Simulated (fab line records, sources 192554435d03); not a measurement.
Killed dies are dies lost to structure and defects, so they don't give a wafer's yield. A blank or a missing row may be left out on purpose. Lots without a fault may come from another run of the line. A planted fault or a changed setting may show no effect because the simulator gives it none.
One fault seen from 2 desks | flow n5_finfet | each desk has only its own numbers; what lay behind them comes last

THE METROLOGY DESK
What the gauges read, lot by lot, whatever tool the lot ran on: means of the sampled wafers that have a number. A lot is out of limits, marked OUT, if its mean lies more than 4 standard deviations from the usual mean; the brackets give that distance. Of its 31 readings 7 are shown: those that lie furthest out on some lot.
Columns: A = trench_depth_nm at N5_BEOL_M14_OCD_MEAS_35, usual 559 nm; B = M14_THK at N5_BEOL_M14_THK_MEAS_50, usual 567 nm; C = M14_RS at N5_BEOL_M14_RS_MEAS_54, usual 0.0330 ohm/sq; D = COMB_M6 at N5_BEOL_M15_RC_MEAS_101, usual 2.6e-11 S/m; E = SERP_M12 at N5_BEOL_M15_RC_MEAS_101, usual 0.635 ohm/um; F = SERP_M14 at N5_BEOL_M15_RC_MEAS_101, usual 0.160 ohm/um; G = SERP_M14_max_site at N5_BEOL_M15_RC_MEAS_101, usual 0.162 ohm/um
lot  | first seen here | A   | B   | C      | D       | E     | F     | G
L474 | day 13 21:09    | 534 | 538 | 0.0346 | 2.8e-11 | 0.633 | 0.169 | 0.171
L483 | day 16 09:11    | 555 | 565 | 0.0333 | 2.8e-11 | 0.613 | 0.162 | 0.163
L484 | day 17 04:42    | 559 | 572 | 0.0330 | 2.0e-11 | 0.645 | 0.160 | 0.162
This desk's finding: nothing out of limits on any of the 3 lots.

THE TOOL OWNER'S DESK: rie_diel-04
The tool's own readings at N5_BEOL_M14_TRENCH_ETCH_34 (etches SiO2 in C4F8/O2/Ar, target depth 556.65 nm, time 126.9 s): means of the sampled wafers that have a number, for each lot that ran on this tool. A lot is out of limits, marked OUT, if its mean lies more than 4 standard deviations from the usual mean; the brackets give that distance.
Columns: A = drypump_motor_current_A at N5_BEOL_M14_TRENCH_ETCH_34, usual 5.75 A; B = he_outer_torr at N5_BEOL_M14_TRENCH_ETCH_34, usual 30.01 Torr; C = oes_product_au at N5_BEOL_M14_TRENCH_ETCH_34, usual 0.79 a.u.; D = rf_fwd_power_W at N5_BEOL_M14_TRENCH_ETCH_34, usual 1896 W; E = rf_vpp_V at N5_BEOL_M14_TRENCH_ETCH_34, usual 2225 V; F = showerhead_plenum_p_Torr at N5_BEOL_M14_TRENCH_ETCH_34, usual 3.46 Torr; G = throttle_valve_pct at N5_BEOL_M14_TRENCH_ETCH_34, usual 30.86 %
lot  | first seen here | A    | B     | C    | D    | E    | F    | G
L474 | day 13 20:59    | 6.19 | 29.97 | 0.77 | 1896 | 2220 | 3.43 | 31.15
L484 | day 17 04:32    | 6.22 | 30.08 | 0.83 | 1886 | 2240 | 3.45 | 30.88
This desk's finding: nothing out of limits on any of the 2 lots.

PUT TOGETHER
The metrology desk saw nothing out of limits.
The tool owner's desk saw nothing out of limits.

WHAT THE SIMULATOR HAD PUT IN
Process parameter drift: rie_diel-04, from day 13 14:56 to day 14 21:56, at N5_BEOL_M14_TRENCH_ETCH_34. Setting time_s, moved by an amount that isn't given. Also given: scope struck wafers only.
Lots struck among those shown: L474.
